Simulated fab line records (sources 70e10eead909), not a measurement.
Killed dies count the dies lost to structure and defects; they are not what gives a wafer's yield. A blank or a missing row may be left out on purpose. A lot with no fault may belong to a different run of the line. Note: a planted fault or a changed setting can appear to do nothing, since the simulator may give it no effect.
Which tool is to blame? / flow nand-harc / Sampling: 6 lots, 18 wafers, 2 of 1302 route steps

## WHAT THE GAUGES SHOWED, per wafer
NHARC_A_CHANNEL_HOLE_D1_CD_MEAS_10: target cd 100 nm.
lot=L502; measured=day 8 18:54; on=cd-sem-01; cd-nm (nm)=99.7 99.8 100.3
lot=L507; measured=day 10 16:25; on=cd-sem-03; cd-nm (nm)=96.4 96.7 95.8
lot=L516; measured=day 14 13:41; on=cd-sem-02; cd-nm (nm)=99.0 99.7 98.9
lot=L518; measured=day 15 03:13; on=cd-sem-01; cd-nm (nm)=99.6 99.8 100.1
lot=L520; measured=day 16 02:23; on=cd-sem-01; cd-nm (nm)=99.7 99.2 99.1
lot=L525; measured=day 18 06:52; on=cd-sem-03; cd-nm (nm)=100.7 99.5 99.3

## WHAT TOOL EACH LOT RAN ON (gives the tool, then ch and the chambers of the sampled wafers, and finally the start)
lot=L502; NHARC_A_CHANNEL_HOLE_D1_PEB_08=litho-track-04 ch 0, day 8 18:49
lot=L507; NHARC_A_CHANNEL_HOLE_D1_PEB_08=litho-track-06 ch 0, day 10 16:20
lot=L516; NHARC_A_CHANNEL_HOLE_D1_PEB_08=litho-track-06 ch 0, day 14 13:36
lot=L518; NHARC_A_CHANNEL_HOLE_D1_PEB_08=litho-track-06 ch 0, day 15 03:08
lot=L520; NHARC_A_CHANNEL_HOLE_D1_PEB_08=litho-track-06 ch 0, day 16 02:19
lot=L525; NHARC_A_CHANNEL_HOLE_D1_PEB_08=litho-track-01 ch 0, day 18 06:47
- NHARC_A_CHANNEL_HOLE_D1_PEB_08: peb time 65 s.

## THE ANSWER, worked out from the rows above alone
Rule: usual is defined by the lots themselves. Put in order of their means at a reading, lots are off if they are a third of the lots or fewer, leave a main group of 4 or more, and stand apart from it by a gap of 3 or more times the standard deviation of the main group's means; of several such gaps the widest counts. Not used: any main group whose means are identical at the precision the tables above print for the reading. A lot without any number at a reading at which 4 lots or more have one is off too. The other lots that the step has rows for count as sound.
Off, at NHARC_A_CHANNEL_HOLE_D1_CD_MEAS_10 on cd-nm: L507. The main group has a mean of 99.6 nm with a standard deviation of 0.3.
If a tool, at a process step before that reading, ran all the lots that are off and no sound lot after the first of them, it fits. Those tools and the gauges at NHARC_A_CHANNEL_HOLE_D1_CD_MEAS_10 are tried in the same way. Of those tried, none fits.

## WHAT HAD BEEN PUT IN BY THE SIMULATOR
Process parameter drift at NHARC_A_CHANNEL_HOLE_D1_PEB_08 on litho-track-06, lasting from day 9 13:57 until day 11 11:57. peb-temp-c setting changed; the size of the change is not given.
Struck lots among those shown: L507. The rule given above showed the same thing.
